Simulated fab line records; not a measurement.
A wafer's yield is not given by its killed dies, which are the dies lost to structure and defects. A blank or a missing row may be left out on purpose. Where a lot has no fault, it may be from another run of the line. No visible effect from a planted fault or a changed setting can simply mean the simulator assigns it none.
A lot that was struck, set against a sound lot / flow n5Finfet / 37 out of 1938 route steps
Sound: wafers L383.1, L383.2, L383.6. Struck: wafers L393.3, L393.4, L393.6. Last of all comes the cause.
For every step that has rows: the tool of each side, followed by ch and its chambers, followed by its first start. Under that, the readings that differ: sound wafers / struck wafers / difference of the means / sigmas: that difference in standard deviations of wafers without a fault.
alike: same words and numbers on both sides, and readings whose means sit less than 2 such deviations apart. not compared: any withheld reading, any reading some wafer has no value for, any bound like >300 that may hide the same value, and any number with overlapping values for which the record gives no deviation.
The two part at a step that has a row with sigmas, a row that says differs or no value, or rows on one side only. When numbers do not overlap yet have no deviation, they are printed without sigmas and do not part them. Lack of a reading on every wafer of one side parts them only where that side has two or more wafers.

first, 9 steps without rows for these wafers: N5_BEOL_M4_ILD_DEP_00 (deposits SiOC from DEMS/O2, target thk 79 nm, time 15.3 s); N5_BEOL_M4_PECVD_72 (deposits SiO2 from TEOS/O2, target thk 16 nm, time 18 s); N5_BEOL_M4_HM_DEP_02 (deposits TiN, target thk 20 nm); N5_BEOL_M4_COAT_61 (time 60 s, resist thk 60 nm); N5_BEOL_M4_COAT_62 (time 60 s, resist thk 12 nm); N5_BEOL_M4_COAT_73 (time 60 s, resist thk 5 nm); N5_BEOL_M4_COAT_05 (resist thk 30 nm); N5_BEOL_M4_EBR_07; N5_BEOL_M4_SOFTBAKE_06 (time 60 s).
N5_BEOL_M4_EXPOSE_08: exposes mask M4.
  sound on euvScanner-01 ch 0, day 8 23:57; struck on euvScanner-01 ch 0, day 12 02:43
reading=exposureDoseMJCm2; sound=41.23 41.23 41.15; struck=31.03 30.98 30.91; difference=-10.23; sigmas=-99 or more
  alike: mask
then, 2 steps without rows for these wafers: N5_BEOL_M4_PEB_09 (peb time 60 s); N5_BEOL_M4_DEVELOP_10 (develop time 30 s).
N5_BEOL_M4_CD_MEAS_11: target cd 16.79 nm.
  sound on cdSem-02 ch 0, day 9 00:05; struck on cdSem-03 ch 0, day 12 02:50
reading=cdNm (nm); sound=16.69 16.66 17.37; struck=9.82 9.58 9.32; difference=-7.33; sigmas=-28
then, 1 step without rows for these wafers: N5_BEOL_M4_DESCUM_16 (chemistry O2, time 7 s).
N5_BEOL_M4_ETCH_74: etches underlayer in N2/H2, target depth 6.5 nm, time 5.2 s.
  sound on rieDiel-02 ch 2,3, day 9 01:00; struck on rieDiel-04 ch 0,1,2, day 12 02:59
reading=oesProductAu (a.u.); sound=0.64 0.58 0.60; struck=0.74 0.82 0.79; difference=+0.18; sigmas=+2
reading=throttleValvePct (%); sound=17.88 18.42 18.38; struck=17.89 17.57 17.44; difference=-0.59; sigmas=-3
reading=model.BEOL_M4.cdOffsetNm (nm); sound=0 0 0.2; struck=-7 -7 -7; difference=-7; sigmas=
  alike: drypumpMotorCurrentA, etchRfOnTimeS, h2FlowSccm, rfVppV, showerheadPlenumPTorr
  not compared: rfHoursCounterH
then, 5 steps without rows for these wafers: N5_BEOL_M4_ETCH_63 (etches SiARC in CF4, target depth 15.6 nm, time 26 s); N5_BEOL_M4_ETCH_64 (etches SOC in N2/H2, target depth 75 nm, overetch 22.5 nm, time 121.9 s); N5_BEOL_M4_STRIP_65 (strips in N2/H2); N5_BEOL_M4_STRIP_75 (strips in N2/H2); N5_BEOL_M4_STRIP_66 (strips in CF4).
N5_BEOL_M4_HM_OPEN_17: chemistry Cl2/BCl3, target TiN, target depth 20 nm, overetch 6 nm.
  sound on rieMetal-02 ch 0,1, day 9 01:13; struck on rieMetal-03 ch 0,1, day 12 03:14
reading=model.BEOL_M4.cdOffsetNm (nm); sound=-0.2 0 0.4; struck=-7.4 -6.6 -6.8; difference=-7.0; sigmas=
  alike: drypumpMotorCurrentA, oesProductAu, throttleValvePct
  not compared: rfHoursCounterH
then, 1 step without rows for these wafers: N5_BEOL_M4_STRIP_19 (strips in O2).
N5_BEOL_M4_CD_MEAS_18: pitch 36 nm, target cd 18 nm.
  sound on cdSem-01, day 9 01:25; struck on cdSem-02, day 12 03:24
reading=cdNm (nm); sound=17.8 17.8 18.5; struck=11.0 11.3 11.1; difference=-6.9; sigmas=-19
then, 11 steps without rows for these wafers: N5_BEOL_M4_COAT_67 (time 60 s, resist thk 60 nm); N5_BEOL_M4_COAT_68 (time 60 s, resist thk 12 nm); N5_BEOL_M4_COAT_76 (time 60 s, resist thk 5 nm); N5_BEOL_M4_COAT_22 (resist thk 30 nm); N5_BEOL_M4_EBR_24; N5_BEOL_M4_SOFTBAKE_23 (time 60 s); N5_BEOL_M4_EXPOSE_25 (exposes mask V3, defocus 5 nm); N5_BEOL_M4_PEB_26 (peb time 60 s); N5_BEOL_M4_DEVELOP_27 (develop time 30 s); N5_BEOL_M4_DESCUM_33 (chemistry O2, time 7 s); N5_BEOL_M4_ETCH_77 (etches underlayer in N2/H2, target depth 6.5 nm, time 5.2 s).
N5_BEOL_M4_CD_MEAS_35: target cd 18 nm, target cd y 22.4 nm.
  sound on cdSem-03, day 9 08:32; struck on cdSem-01, day 12 09:19
reading=cdNm (nm); sound=17.4 17.7 18.5; struck=10.8 11.5 11.0; difference=-6.8; sigmas=-17
N5_BEOL_M4_RC_MEAS_101:
  the record has rows for the sound wafers here (prober-02 ch 0, day 9 12:50) and none for the struck ones
-- a jump in the record: the struck wafers' starts before and after are 5 days apart (it breaks off in module BEOL_M4 and resumes in module PASSIVATION, where the first step shown is number 1936 of the route) --
N5_PASSIVATION_PROBE_49:
  record: rows for the struck wafers here (prober-02, day 17 05:06), none for the sound ones

## WHERE THEY PART
First at N5_BEOL_M4_EXPOSE_08; last, within this record, at N5_PASSIVATION_PROBE_49.

WHY: the cause the simulator had injected
Process parameter drift: euvScanner-01, from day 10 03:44 on, at N5_BEOL_M4_EXPOSE_08. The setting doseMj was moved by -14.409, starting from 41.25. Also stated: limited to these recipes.
